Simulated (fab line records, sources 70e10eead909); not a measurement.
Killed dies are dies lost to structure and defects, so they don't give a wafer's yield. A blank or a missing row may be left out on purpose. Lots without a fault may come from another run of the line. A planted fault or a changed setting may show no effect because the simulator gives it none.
Which tool did it? | flow nand_harc | 15 lots, 45 wafers sampled, at 4 steps of a route of 1302

WHAT THE GAUGES READ, wafer by wafer
The record holds no reading of a measuring or inspecting step that can be judged against a usual standard deviation.

WHICH TOOL RAN EACH LOT (tool, then ch and the chambers of the sampled wafers, then the start)
lot  | NHARC_A_CONTACT_ETCH_102           | NHARC_A_CONTACT_DEP_57        | NHARC_A_CONTACT_ETCH_77            | NHARC_A_CONTACT_ETCH_131
L228 | rie_diel-04 ch 0,3, day 21 16:28   | acl_dep-03 ch 0, day 21 19:33 | rie_diel-04 ch 0,3, day 21 23:44   | har_cap_etch-03 ch 0,1, day 22 02:01
L229 | rie_diel-03 ch 0,1,3, day 22 09:38 | acl_dep-02 ch 0, day 22 11:11 | rie_diel-04 ch 0,3, day 22 15:23   | har_cap_etch-01 ch 0,1, day 22 18:06
L231 | rie_diel-04 ch 2,3, day 22 20:31   | acl_dep-02 ch 0, day 22 23:19 | rie_diel-02 ch 2,3, day 23 04:14   | har_cap_etch-02 ch 0, day 23 06:51
L232 | rie_diel-03 ch 2,3, day 23 05:56   | acl_dep-01 ch 0, day 23 06:40 | rie_diel-02 ch 0,3, day 23 11:12   | har_cap_etch-01 ch 0,1, day 23 13:31
L230 | rie_diel-02 ch 2,3, day 23 05:59   | acl_dep-02 ch 0, day 23 07:04 | rie_diel-03 ch 0,2,3, day 23 11:44 | har_cap_etch-02 ch 0,1, day 23 14:01
L234 | rie_diel-04 ch 0,2,3, day 24 04:29 | acl_dep-03 ch 0, day 24 09:15 | rie_diel-04 ch 1,2,3, day 24 13:45 | har_cap_etch-03 ch 0,1, day 24 16:02
L239 | rie_diel-04 ch 0,2, day 26 05:27   | acl_dep-02 ch 0, day 26 06:07 | rie_diel-04 ch 0,1,3, day 26 10:41 | har_cap_etch-01 ch 0,1, day 26 14:14
L238 | rie_diel-02 ch 0,2, day 26 11:10   | acl_dep-01 ch 0, day 26 17:09 | rie_diel-02 ch 0,2, day 26 20:43   | har_cap_etch-03 ch 0,1, day 26 23:03
L240 | rie_diel-02 ch 1,2, day 26 12:05   | acl_dep-01 ch 0, day 26 20:20 | rie_diel-04 ch 0,3, day 26 23:50   | har_cap_etch-01 ch 0,1, day 27 02:10
L244 | rie_diel-03 ch 1,2,3, day 28 09:30 | acl_dep-01 ch 0, day 28 12:55 | rie_diel-02 ch 1,2,3, day 28 15:52 | har_cap_etch-03 ch 0,1, day 28 18:14
L246 | rie_diel-03 ch 0,2,3, day 29 01:58 | acl_dep-02 ch 0, day 29 03:26 | rie_diel-03 ch 0,1,3, day 29 08:05 | har_cap_etch-01 ch 0,1, day 29 10:23
L247 | rie_diel-04 ch 2,3, day 29 16:12   | acl_dep-01 ch 0, day 29 20:20 | rie_diel-03 ch 0,1,2, day 30 00:49 | har_cap_etch-02 ch 0,1, day 30 03:07
L248 | rie_diel-04 ch 1,3, day 30 03:53   | acl_dep-02 ch 0, day 30 05:09 | rie_diel-04 ch 2,3, day 30 09:26   | har_cap_etch-03 ch 0,1, day 30 11:44
L249 | rie_diel-04 ch 0,3, day 30 07:09   | acl_dep-03 ch 0, day 30 10:20 | rie_diel-02 ch 1,2,3, day 30 13:29 | har_cap_etch-03 ch 0,1, day 30 15:48
L251 | rie_diel-04 ch 0,1,3, day 31 16:53 | acl_dep-02 ch 0, day 31 21:22 | rie_diel-04 ch 1,2,3, day 32 02:05 | har_cap_etch-02 ch 0,1, day 32 04:22
- NHARC_A_CONTACT_ETCH_102: etches the open film in CF4/O2, target depth 100 nm, overetch 10 nm, time 55 s.
- NHARC_A_CONTACT_DEP_57: deposits aC, target thk 5300 nm.
- NHARC_A_CONTACT_ETCH_77: etches the open film in CF4/CHF3, target depth 108.9 nm, time 54.5 s.
- NHARC_A_CONTACT_ETCH_131: etches the open film in C4F8/O2/Ar, time 197 s, target depth 1918 nm.

WHAT THE TOOLS THEMSELVES READ (means of the sampled wafers that have a number; where no wafer has one, the mark that the record gives instead)
NHARC_A_CONTACT_ETCH_102.
lot  | tool        | bias_w (W) | cf4_flow_sccm (sccm) | drypump_motor_current_A (A) | oes_product_au (a.u.) | rf_vpp_V (V) | showerhead_plenum_p_Torr (Torr) | throttle_valve_pct (%)
L228 | rie_diel-04 | 99.7       | 80.17                | 5.6                         | 1.006                 | 196.9        | 1.29                            | 13.393
L229 | rie_diel-03 | 99.9       | 80.04                | 5.9                         | 0.993                 | 198.9        | 1.35                            | 13.395
L231 | rie_diel-04 | 100.2      | 80.09                | 5.7                         | 1.010                 | 198.8        | 1.36                            | 13.395
L232 | rie_diel-03 | 99.6       | 79.70                | 6.4                         | 0.989                 | 196.5        | 1.30                            | 13.388
L230 | rie_diel-02 | 100.1      | 80.16                | 6.0                         | 1.012                 | 196.6        | 1.27                            | 13.408
L234 | rie_diel-04 | 99.9       | 79.88                | 5.8                         | 0.995                 | 197.3        | 1.33                            | 13.395
L239 | rie_diel-04 | 100.0      | 79.87                | 5.8                         | 1.000                 | 197.0        | 1.29                            | 13.400
L238 | rie_diel-02 | 100.3      | 79.78                | 5.9                         | 1.007                 | 196.4        | 1.28                            | 13.393
L240 | rie_diel-02 | 100.2      | 80.18                | 5.9                         | 0.995                 | 195.4        | 1.26                            | 13.400
L244 | rie_diel-03 | 99.9       | 79.98                | 6.2                         | 1.001                 | 198.5        | 1.38                            | 13.398
L246 | rie_diel-03 | 99.9       | 80.24                | 6.2                         | 0.997                 | 199.1        | 1.36                            | 13.392
L247 | rie_diel-04 | 99.9       | 79.97                | 5.7                         | 1.002                 | 198.1        | 1.36                            | 13.402
L248 | rie_diel-04 | 100.2      | 80.02                | 5.6                         | 1.000                 | 197.7        | 1.31                            | 13.399
L249 | rie_diel-04 | 99.7       | 80.17                | 5.5                         | 1.008                 | 198.2        | 1.32                            | 13.394
L251 | rie_diel-04 | 100.2      | 79.98                | 5.6                         | 1.007                 | 197.4        | 1.30                            | 13.401

NHARC_A_CONTACT_DEP_57.
lot  | tool       | throttle_valve_pct (%)
L228 | acl_dep-03 | 35.002
L229 | acl_dep-02 | 35.006
L231 | acl_dep-02 | 34.995
L232 | acl_dep-01 | 35.002
L230 | acl_dep-02 | 35.004
L234 | acl_dep-03 | 34.994
L239 | acl_dep-02 | 34.997
L238 | acl_dep-01 | 35.007
L240 | acl_dep-01 | 34.999
L244 | acl_dep-01 | 34.997
L246 | acl_dep-02 | 35.005
L247 | acl_dep-01 | 35.005
L248 | acl_dep-02 | 35.006
L249 | acl_dep-03 | 35.005
L251 | acl_dep-02 | 35.000

NHARC_A_CONTACT_ETCH_77.
lot  | tool        | bias_w (W) | cf4_flow_sccm (sccm) | drypump_motor_current_A (A) | oes_product_au (a.u.) | rf_vpp_V (V) | showerhead_plenum_p_Torr (Torr) | throttle_valve_pct (%)
L228 | rie_diel-04 | 200.6      | 100.11               | 5.6                         | 0.923                 | 368.2        | 1.52                            | 16.804
L229 | rie_diel-04 | 199.5      | 100.04               | 5.6                         | 0.974                 | 368.1        | 1.52                            | 16.811
L231 | rie_diel-02 | 199.5      | 100.21               | 6.1                         | 0.924                 | 368.5        | 1.52                            | 16.799
L232 | rie_diel-02 | 200.2      | 99.86                | 5.9                         | 0.927                 | 371.6        | 1.56                            | 16.807
L230 | rie_diel-03 | 199.9      | 100.12               | 6.2                         | 0.920                 | 369.0        | 1.54                            | 16.803
L234 | rie_diel-04 | 199.6      | 99.93                | 5.8                         | 0.928                 | 371.3        | 1.58                            | 16.797
L239 | rie_diel-04 | -          | -                    | -                           | -                     | -            | -                               | -
L238 | rie_diel-02 | -          | -                    | -                           | -                     | -            | -                               | -
L240 | rie_diel-04 | -          | -                    | -                           | -                     | -            | -                               | -
L244 | rie_diel-02 | 199.8      | 100.23               | 6.0                         | 0.925                 | 367.9        | 1.50                            | 16.804
L246 | rie_diel-03 | 200.3      | 99.87                | 5.9                         | 0.929                 | 370.5        | 1.57                            | 16.805
L247 | rie_diel-03 | 200.1      | 99.97                | 6.0                         | 0.959                 | 371.3        | 1.62                            | 16.813
L248 | rie_diel-04 | 199.1      | 99.93                | 6.0                         | 0.914                 | 371.9        | 1.60                            | 16.798
L249 | rie_diel-02 | 199.7      | 99.96                | 6.0                         | 0.920                 | 367.9        | 1.50                            | 16.806
L251 | rie_diel-04 | 199.7      | 100.19               | 5.8                         | 0.921                 | 370.5        | 1.58                            | 16.802

NHARC_A_CONTACT_ETCH_131.
lot  | tool            | chamber_pressure_mTorr (mTorr) | oes_air_line_au (a.u.)
L228 | har_cap_etch-03 | 19.992                         | 0.984
L229 | har_cap_etch-01 | 19.994                         | 0.995
L231 | har_cap_etch-02 | 19.987                         | 1.006
L232 | har_cap_etch-01 | 20.000                         | 1.002
L230 | har_cap_etch-02 | 19.998                         | 0.981
L234 | har_cap_etch-03 | 19.993                         | 0.989
L239 | har_cap_etch-01 | 20.009                         | 1.006
L238 | har_cap_etch-03 | 20.005                         | 1.013
L240 | har_cap_etch-01 | 20.009                         | 0.984
L244 | har_cap_etch-03 | 20.000                         | 1.009
L246 | har_cap_etch-01 | 19.999                         | 0.997
L247 | har_cap_etch-02 | 19.998                         | 0.988
L248 | har_cap_etch-03 | 20.006                         | 0.994
L249 | har_cap_etch-03 | 19.998                         | 0.991
L251 | har_cap_etch-02 | 20.010                         | 0.992

THE ANSWER, worked out from the rows above alone
Rule: what is usual is taken from the lots themselves. Put in order of their means at a reading, lots are off if they are a third of the lots or fewer, leave a main group of 4 or more, and stand apart from it by a gap of 3 or more times the standard deviation of the main group's means; of several such gaps the widest counts. A main group whose means are all the same, to the digits that the tables above print for the reading, isn't used. A lot without any number at a reading at which 4 lots or more have one is off too. The other lots that the step has rows for count as sound. The gauges are gone through in route order, then the tools' own readings, and for those a lot's mean is taken as printed above. The first step at which some lot is off is used, and at that step the reading that is off furthest; a lot without a number counts as furthest.
Off: L239, L238, L240, at NHARC_A_CONTACT_ETCH_77 (bias_w). Without a number there: L239, L238, L240. The main group: mean 199.8 W, standard deviation 0.39.
A tool fits if, at that step or a process step before it, it ran every lot that is off, and no sound lot after the first of them. None of those tried fits.

WHAT THE SIMULATOR HAD PUT IN
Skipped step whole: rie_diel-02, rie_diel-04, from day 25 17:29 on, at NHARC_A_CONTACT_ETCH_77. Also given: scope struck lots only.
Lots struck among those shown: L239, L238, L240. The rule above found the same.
